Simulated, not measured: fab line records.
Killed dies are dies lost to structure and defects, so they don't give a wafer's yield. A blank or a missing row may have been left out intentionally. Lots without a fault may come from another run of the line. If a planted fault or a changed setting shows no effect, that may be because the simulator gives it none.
Matching of chambers / flow n5 finfet / N5_GATE_CUT_ETCH_58 on rie diel-03: 4 sister chambers
The step etches SiNx in CH3F/O2, target depth 17 nm, time 128.6 s. 4 wafers are shown with their chamber, then 8 later ones without.

## WAFERS, EACH WITH ITS CHAMBER
wafer=L076.5; chamber=1; drypump motor current A (A)=6.1
wafer=L084.2; chamber=0; drypump motor current A (A)=4.9
wafer=L084.6; chamber=3; drypump motor current A (A)=6.7
wafer=L089.1; chamber=2; drypump motor current A (A)=5.8

## WAFERS WHOSE CHAMBER IS MISSING
wafer=L089.2; drypump motor current A (A)=6.1
wafer=L089.3; drypump motor current A (A)=6.6
wafer=L093.1; drypump motor current A (A)=6.6
wafer=L093.5; drypump motor current A (A)=6.1
wafer=L093.6; drypump motor current A (A)=5.8
wafer=L096.1; drypump motor current A (A)=4.9
wafer=L096.3; drypump motor current A (A)=6.7
wafer=L096.5; drypump motor current A (A)=6.1

## EACH ONE'S CHAMBER
wafer=L089.2; from the rows above=1; in truth=1
wafer=L089.3; from the rows above=3; in truth=3
wafer=L093.1; from the rows above=3; in truth=3
wafer=L093.5; from the rows above=1; in truth=1
wafer=L093.6; from the rows above=2; in truth=2
wafer=L096.1; from the rows above=0; in truth=0
wafer=L096.3; from the rows above=3; in truth=3
wafer=L096.5; from the rows above=1; in truth=1
8 of 8 placed correctly. Not placeable from these rows: 0. Number placed wrongly: 0.
How it was worked out, from the rows above alone: a wafer's distance from a chamber is the root of the sum, over the readings, of the square of ((its reading less the chamber's mean) divided by the reading's scatter). The wafer belongs to the nearest chamber; if the next one is less than 2 further off, it can't be placed. For every chamber, the mean is computed from those of its wafers that are shown. The scatter (one wafer shown for each chamber): square how far every hidden wafer sits from the nearest shown wafer, average those squares and take the square root.
